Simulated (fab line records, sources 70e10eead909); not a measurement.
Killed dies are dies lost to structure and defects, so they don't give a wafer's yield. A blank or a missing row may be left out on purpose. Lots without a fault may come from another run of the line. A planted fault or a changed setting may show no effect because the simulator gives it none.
Which tool did it? | flow nand_harc | 14 lots, 42 wafers sampled, at 3 steps of a route of 1159

WHAT THE GAUGES READ, wafer by wafer
NHARC_A_M0_INSPECT_27.
lot  | measured     | on                | raw_defect_count
L799 | day 17 21:05 | defect_inspect-01 | 304 432 416
L803 | day 17 23:02 | defect_inspect-01 | 465 506 462
L801 | day 18 07:16 | defect_inspect-02 | 464 346 418
L802 | day 18 07:36 | defect_inspect-02 | 333 381 391
L805 | day 19 15:50 | defect_inspect-01 | 472 386 391
L804 | day 19 23:21 | defect_inspect-02 | 372 459 368
L808 | day 20 00:06 | defect_inspect-02 | 370 444 371
L809 | day 20 03:00 | defect_inspect-01 | 324 362 420
L814 | day 22 08:30 | defect_inspect-01 | 480 449 540
L815 | day 22 08:10 | defect_inspect-01 | 355 325 410
L819 | day 23 08:49 | defect_inspect-02 | 299 276 259
L820 | day 23 09:22 | defect_inspect-02 | 436 351 390
L822 | day 23 12:32 | defect_inspect-02 | 257 288 340
L821 | day 23 16:22 | defect_inspect-01 | 406 517 581

NHARC_A_M1_OVL_MEAS_10: pitch 240 nm.
lot  | measured     | on         | overlay_x_nm (nm) | overlay_y_nm (nm)
L799 | day 17 22:34 | overlay-02 | -0.9 -1.3 -0.9    | -0.2 -0.3 0.3
L803 | day 18 00:31 | overlay-02 | -0.5 -1.1 -0.8    | -1.3 -1.5 -1.0
L801 | day 18 08:44 | overlay-02 | 0.0 0.3 -0.1      | 0.5 0.7 -0.1
L802 | day 18 09:05 | overlay-02 | -0.7 -0.5 -0.4    | 0.4 0.2 -0.6
L805 | day 19 17:19 | overlay-02 | -0.5 -0.2 -0.5    | -1.5 -2.1 -1.7
L804 | day 20 00:50 | overlay-01 | 1.4 1.2 0.8       | -0.9 -0.9 -0.9
L808 | day 20 01:28 | overlay-01 | 1.2 0.7 1.4       | 1.4 1.5 1.6
L809 | day 20 04:27 | overlay-02 | -0.3 0.2 -0.5     | 1.1 0.7 0.3
L814 | day 22 09:57 | overlay-02 | -0.2 0.1 -0.5     | -2.0 -1.7 -1.6
L815 | day 22 09:38 | overlay-01 | 1.0 1.0 0.9       | 0.7 0.1 0.6
L819 | day 23 10:17 | overlay-02 | 0.4 -0.2 -0.1     | 1.1 1.3 0.8
L820 | day 23 10:51 | overlay-01 | -0.4 -1.4 -0.2    | -0.6 -0.6 -0.7
L822 | day 23 13:53 | overlay-01 | -0.4 -1.4 0.0     | 0.1 0.5 -0.3
L821 | day 23 17:43 | overlay-01 | -0.5 -0.3 -0.5    | 0.2 0.4 0.3

WHICH TOOL RAN EACH LOT (tool, then ch and the chambers of the sampled wafers, then the start)
lot  | NHARC_A_M0_STRIP_18
L799 | rie_diel-01 ch 0,3, day 17 18:56
L803 | rie_diel-05 ch 0,2,3, day 17 20:52
L801 | rie_diel-05 ch 0,2,3, day 18 05:08
L802 | rie_diel-01 ch 0,1,2, day 18 05:32
L805 | rie_diel-05 ch 0,1,2, day 19 13:43
L804 | rie_diel-05 ch 0,1,2, day 19 21:14
L808 | rie_diel-08 ch 0,1,2, day 19 22:04
L809 | rie_diel-05 ch 0,2,3, day 20 00:55
L814 | rie_diel-08 ch 2,3, day 22 05:53
L815 | rie_diel-05 ch 0,1,3, day 22 05:53
L819 | rie_diel-08 ch 0,1,2, day 23 06:43
L820 | rie_diel-05 ch 1,2,3, day 23 07:16
L822 | rie_diel-01 ch 0,2,3, day 23 10:01
L821 | rie_diel-08 ch 0,1,3, day 23 14:16
- NHARC_A_M0_STRIP_18: strips in N2/H2.

WHAT THE TOOLS THEMSELVES READ (means of the sampled wafers that have a number; where no wafer has one, the mark that the record gives instead)
NHARC_A_M0_STRIP_18.
lot  | tool        | drypump_motor_current_A (A) | oes_product_au (a.u.) | rf_vpp_V (V) | showerhead_plenum_p_Torr (Torr) | throttle_valve_pct (%)
L799 | rie_diel-01 | 5.4                         | 1.004                 | 90.5         | 2.10                            | 14.160
L803 | rie_diel-05 | 6.0                         | 1.002                 | 91.3         | 2.10                            | 14.163
L801 | rie_diel-05 | 6.0                         | 1.000                 | 90.3         | 2.10                            | 14.169
L802 | rie_diel-01 | 5.7                         | 0.996                 | 90.8         | 2.12                            | 14.165
L805 | rie_diel-05 | 5.9                         | 0.997                 | 90.8         | 2.02                            | 14.176
L804 | rie_diel-05 | 5.9                         | 1.004                 | 90.7         | 2.02                            | 14.168
L808 | rie_diel-08 | 5.5                         | 0.999                 | 90.1         | 2.07                            | 14.165
L809 | rie_diel-05 | 6.0                         | 0.993                 | 90.8         | 2.10                            | 14.182
L814 | rie_diel-08 | 5.5                         | 0.995                 | 91.2         | 2.03                            | 14.170
L815 | rie_diel-05 | 5.8                         | 0.988                 | 91.1         | 2.07                            | 14.174
L819 | rie_diel-08 | 5.5                         | 1.007                 | 90.8         | 2.06                            | 14.174
L820 | rie_diel-05 | 5.8                         | 1.005                 | 90.5         | 2.01                            | 14.171
L822 | rie_diel-01 | 5.5                         | 0.996                 | 91.2         | 2.12                            | 14.180
L821 | rie_diel-08 | 5.7                         | 0.999                 | 91.0         | 2.13                            | 14.184

THE ANSWER, worked out from the rows above alone
Rule: what is usual is taken from the lots themselves. Put in order of their means at a reading, lots are off if they are a third of the lots or fewer, leave a main group of 4 or more, and stand apart from it by a gap of 3 or more times the standard deviation of the main group's means; of several such gaps the widest counts. A main group whose means are all the same, to the digits that the tables above print for the reading, isn't used. A lot without any number at a reading at which 4 lots or more have one is off too. The other lots that the step has rows for count as sound. The gauges are gone through in route order, then the tools' own readings, and for those a lot's mean is taken as printed above. The first step at which some lot is off is used, and at that step the reading that is off furthest; a lot without a number counts as furthest.
No lot is off at any reading shown: from this, nothing can be told.

WHAT THE SIMULATOR HAD PUT IN
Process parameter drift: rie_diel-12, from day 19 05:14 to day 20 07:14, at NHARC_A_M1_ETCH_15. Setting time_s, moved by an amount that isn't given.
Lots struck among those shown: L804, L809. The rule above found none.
